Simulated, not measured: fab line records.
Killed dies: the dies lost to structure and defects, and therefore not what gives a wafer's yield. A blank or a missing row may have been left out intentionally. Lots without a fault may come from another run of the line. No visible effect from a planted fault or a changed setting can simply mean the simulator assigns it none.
Struck lot and sound lot, side by side | flow n5_finfet | 15 out of 1938 route steps
Sound: these wafers, L410.1, L410.2, L410.3. Wafers struck: L404.2, L404.4, L404.5. Last of all comes the cause.
Order at every step that has rows: each side's tool, ch and its chambers, its first start. Under that, the readings that differ: sound wafers | struck wafers | difference of the means | sigmas: that difference in standard deviations of wafers without a fault.
alike: words and numbers the same on both sides, and readings whose means are apart by under 2 such deviations; not compared: readings that were withheld, readings missing a value for some wafer, numbers with overlapping values and no deviation given by the record, and bounds like >300 which may hide the same value.
The two part at a step that has a row with sigmas, a row that says differs or no value, or rows on one side only. Non-overlapping numbers with no deviation appear without sigmas and do not part them. Lack of a reading on every wafer of one side parts them only where that side has two or more wafers.

N5_MOL_CONTACT_COAG_DESCUM_13: chemistry O2, time 7 s.
  sound on rie_diel-03 ch 0,1,2, day 9 11:54; struck on rie_diel-04 ch 1,2,3, day 8 00:33
  alike: drypump_motor_current_A, oes_product_au, rf_vpp_V, showerhead_plenum_p_Torr, throttle_valve_pct
  not compared: rf_hours_counter_h
then, 2 steps without rows for these wafers: N5_MOL_CONTACT_COAG_ETCH_59 (etches underlayer in N2/H2, target depth 13 nm, time 10.4 s); N5_MOL_CONTACT_COAG_ETCH_105 (etches SiARC in CF4, target depth 15.6 nm, time 26 s).
N5_MOL_CONTACT_COAG_ETCH_106: etches SOC in N2/H2, target depth 80 nm, overetch 16 nm, time 120 s.
  sound on rie_diel-03 ch 0,1,2, day 9 11:59; struck on rie_diel-04 ch 1,2,3, day 8 00:38
  alike: drypump_motor_current_A, oes_product_au, rf_vpp_V, showerhead_plenum_p_Torr, throttle_valve_pct
  not compared: rf_hours_counter_h
then, 2 steps without rows for these wafers: N5_MOL_CONTACT_COAG_STRIP_107 (strips in N2/H2); N5_MOL_CONTACT_COAG_STRIP_108 (strips in N2/H2).
N5_MOL_CONTACT_COAG_CONTACT_ETCH_14: etches SiO2 in C4F6/O2, target depth 27.5 nm, overetch 8.5 nm, time 20 s.
  sound on rie_diel-03 ch 0,1,2, day 9 12:05; struck on rie_diel-04 ch 1,2,3, day 8 00:44
  alike: drypump_motor_current_A, oes_product_au, rf_vpp_V, showerhead_plenum_p_Torr, throttle_valve_pct
  not compared: rf_hours_counter_h
then, 1 step without rows for these wafers: N5_MOL_CONTACT_COAG_STRIP_109 (strips in C4F6/O2).
N5_MOL_CONTACT_COAG_ETCH_15: etches SiNx in CH3F/O2, stops on Si:P, target depth 7 nm.
  sound on rie_diel-03 ch 0,1,2, day 9 12:07; struck on rie_diel-04 ch 1,2,3, day 8 00:46
  alike: drypump_motor_current_A, oes_product_au, rf_vpp_V, showerhead_plenum_p_Torr, throttle_valve_pct
  not compared: rf_hours_counter_h
N5_MOL_CONTACT_COAG_ETCH_110: etches Si in CF4/O2, target depth 2.5 nm, time 8 s.
  sound on rie_diel-03 ch 0,1,2, day 9 12:10; struck on rie_diel-04 ch 1,2,3, day 8 00:50
  alike: drypump_motor_current_A, oes_product_au, rf_vpp_V, showerhead_plenum_p_Torr, throttle_valve_pct
  not compared: rf_hours_counter_h
then, 1 step without rows for these wafers: N5_MOL_CONTACT_COAG_STRIP_98 (strips in N2/H2).
N5_MOL_CONTACT_COAG_CD_MEAS_99: the cd target is 17.2 nm.
  sound: cd_sem-03 at day 9 12:17; struck: cd_sem-02 at day 8 00:57
  alike: cd_nm
N5_MOL_CONTACT_COAG_IMPLANT_129:
  sound on implanter-01 ch 0, day 9 12:20; struck on implanter-02 ch 0, day 8 01:01
  reading       | sound                 | struck                        | difference | sigmas
  beam_on_s (s) | 38.8 39.0 38.8        | 24.3 24.7 23.5                | -14.7      | -10
  dose_ions_cm2 | 6e+14 5.999e+14 6e+14 | 3.545e+14 3.536e+14 3.555e+14 | -2.454e+14 | -99 or more
then, 1 step without rows for these wafers: N5_MOL_CONTACT_COAG_PRECLEAN_111 (cleans in NF3:NH3, afs cycles 1, time 20 s, sublimation time 60 s).
-- here the record skips 4 days between the struck wafers' starts before and after, leaving off in module MOL_CONTACT_COAG and picking up in module BEOL_M4 (first step shown: number 1111 of the route) --
N5_BEOL_M4_RC_MEAS_101:
  sound on prober-01 ch 0, day 13 01:43; struck on prober-01 ch 0, day 11 15:10
  alike: DIBL_N, DIBL_P, IOFF_N, IOFF_P, ION_N, ION_P, SS_N, SS_P, VT_N, VT_P

== WHERE THEY PART ==
At N5_MOL_CONTACT_COAG_IMPLANT_129 and nowhere else, as far as this record goes. Later steps at which nothing parts them and some readings are alike: N5_BEOL_M4_RC_MEAS_101.

WHY: what had been put in by the simulator
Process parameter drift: implanter-02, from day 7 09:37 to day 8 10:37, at N5_MOL_CONTACT_COAG_IMPLANT_129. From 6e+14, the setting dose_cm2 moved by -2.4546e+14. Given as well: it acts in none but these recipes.
